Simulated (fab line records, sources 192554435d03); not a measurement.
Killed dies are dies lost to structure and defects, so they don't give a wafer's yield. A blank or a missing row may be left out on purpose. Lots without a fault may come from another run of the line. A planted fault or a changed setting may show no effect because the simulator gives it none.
A struck lot beside a sound one | flow n5_finfet | 29 steps out of a route of 1938
Sound: wafers L543.2, L543.3, L543.5. Struck: wafer L533.6. (L533.4 of the same lot was not struck and is left out.) The cause comes at the end.
At each step with rows: each side's tool, then ch and its chambers, then its first start. Under that, the readings that differ: sound wafers | struck wafers | difference of the means | sigmas: that difference in standard deviations of wafers without a fault.
alike: readings whose means differ by less than 2 such deviations, and words and numbers that are the same on both sides. not compared: withheld readings, readings that some wafer has no value for, bounds like >300 that may hide the same value, and numbers for which the record gives no deviation and whose values overlap.
The two part at a step that has a row with sigmas, a row that says differs or no value, or rows on one side only. Numbers that don't overlap but have no deviation are shown without sigmas and don't part them. A reading that every wafer of one side lacks parts them only if that side has two wafers or more.

first, 9 steps without rows for these wafers: N5_BEOL_M0_SAQP_EXPOSE_37 (exposes mask M0 CUT1, target cd 30 nm); N5_BEOL_M0_SAQP_PEB_38 (peb time 60 s); N5_BEOL_M0_SAQP_DEVELOP_39 (develop time 30 s); N5_BEOL_M0_SAQP_DESCUM_45 (chemistry O2, time 7 s); N5_BEOL_M0_SAQP_ETCH_88 (etches underlayer in N2/H2, target depth 6.5 nm, time 5.2 s); N5_BEOL_M0_SAQP_ETCH_73 (etches SiARC in CF4, target depth 19.5 nm, time 32.5 s); N5_BEOL_M0_SAQP_CUT_ETCH_46 (etches SOC in N2/H2, target depth 135 nm, overetch 27 nm, time 202.5 s); N5_BEOL_M0_SAQP_STRIP_74 (strips in N2/H2); N5_BEOL_M0_SAQP_STRIP_89 (strips in N2/H2).
N5_BEOL_M0_SAQP_ALD_48: deposits SiO2, target thk 20 nm, pulse time 1 s, co reactant pulse time 1 s.
  sound on ald_sin-03 ch 1,2, day 10 23:09; struck on ald_sin-02 ch 2, day 8 16:00
  reading                                       | sound       | struck | difference | sigmas
  ald_cycles                                    | 139 139 139 | 228    | +89        |
  model.SiO2_of_BEOL_M0_SAQP_ALD_48.thk_nm (nm) | 19.8 20 20  | 32.8   | +12.9      |
  alike: heater_power_w, precursor_pulse_height_rel
then, 15 steps without rows for these wafers: N5_BEOL_M0_SAQP_ETCH_49 (etches SiO2 in CF4/O2, target depth 37 nm); N5_BEOL_M0_SAQP_STRIP_75 (strips in CF4); N5_BEOL_M0_CUTY_COAT_50 (time 60 s, resist thk 15 nm); N5_BEOL_M0_CUTY_COAT_51 (resist thk 150 nm); N5_BEOL_M0_CUTY_EBR_52; N5_BEOL_M0_CUTY_SOFTBAKE_53 (time 60 s); N5_BEOL_M0_CUTY_EXPOSE_54 (exposes mask M0 ABLK); N5_BEOL_M0_CUTY_PEB_55 (peb time 60 s); N5_BEOL_M0_CUTY_DEVELOP_56 (develop time 30 s); N5_BEOL_M0_CUTY_DESCUM_61 (chemistry O2, time 7.9 s); N5_BEOL_M0_CUTY_ETCH_62 (etches SiARC in CF4, time 58.5 s); N5_BEOL_M0_CUTY_ETCH_63 (etches SOC in N2/H2, target depth 82.7 nm, overetch 16.5 nm, time 124 s); N5_BEOL_M0_CUTY_STRIP_64 (strips in N2/H2); N5_BEOL_M0_ETCH_138 (etches SiCN in CH3F/O2, target depth 12 nm, time 31.6 s); N5_BEOL_M0_HM_OPEN_105 (chemistry Cl2/BCl3, target TiN, target depth 12 nm).
N5_BEOL_M0_STRIP_140: strips in CF4.
  sound on rie_diel-02 ch 1,2, day 11 01:59; struck on rie_diel-03 ch 1, day 8 19:42
  reading                                       | sound          | struck | difference | sigmas
  model.SiO2_of_BEOL_M0_SAQP_ALD_48.thk_nm (nm) | 11.4 10.8 11.6 | 18.6   | +7.3       |
  alike: drypump_motor_current_A, oes_product_au, rf_vpp_V, showerhead_plenum_p_Torr, throttle_valve_pct
  not compared: rf_hours_counter_h
then, 1 step without rows for these wafers: N5_BEOL_M0_STRIP_104 (strips in N2/H2).
-- the record jumps here: 6 days lie between the struck wafers' starts before and after (it left off in module BEOL_M0 and takes up again in module BEOL_M4, whose first step shown is number 1111 of the route) --
N5_BEOL_M4_RC_MEAS_101:
  sound on prober-01 ch 0, day 15 15:19; struck on prober-01 ch 0, day 14 08:15
  reading        | sound          | struck | difference | sigmas
  DIBL_N (mV/V)  | 36.1 33.4 36.6 | 39.3   | +3.9       | +2
  IOFF_N (nA/um) | 0.15 0.12 0.16 | 0.21   | +0.07      | +2
  IOFF_P (nA/um) | 0.16 0.15 0.20 | 0.28   | +0.11      | +3
  SS_N (mV/dec)  | 71.7 70.5 71.5 | 73.1   | +1.9       | +3
  SS_P (mV/dec)  | 73.0 73.1 73.8 | 75.2   | +1.9       | +3
  VT_P (mV)      | -258 -256 -255 | -248   | +8         | +2
  alike: DIBL_P, ION_N, ION_P, VT_N
-- the record jumps here: 4 days lie between the struck wafers' starts before and after (it left off in module BEOL_M4 and takes up again in module PASSIVATION, whose first step shown is number 1936 of the route) --
N5_PASSIVATION_PROBE_49:
  the record has rows for the struck wafers here (prober-01, day 18 15:15) and none for the sound ones

WHERE THEY PART
First at N5_BEOL_M4_RC_MEAS_101; last, within this record, at N5_PASSIVATION_PROBE_49.

WHY: what the simulator had put in
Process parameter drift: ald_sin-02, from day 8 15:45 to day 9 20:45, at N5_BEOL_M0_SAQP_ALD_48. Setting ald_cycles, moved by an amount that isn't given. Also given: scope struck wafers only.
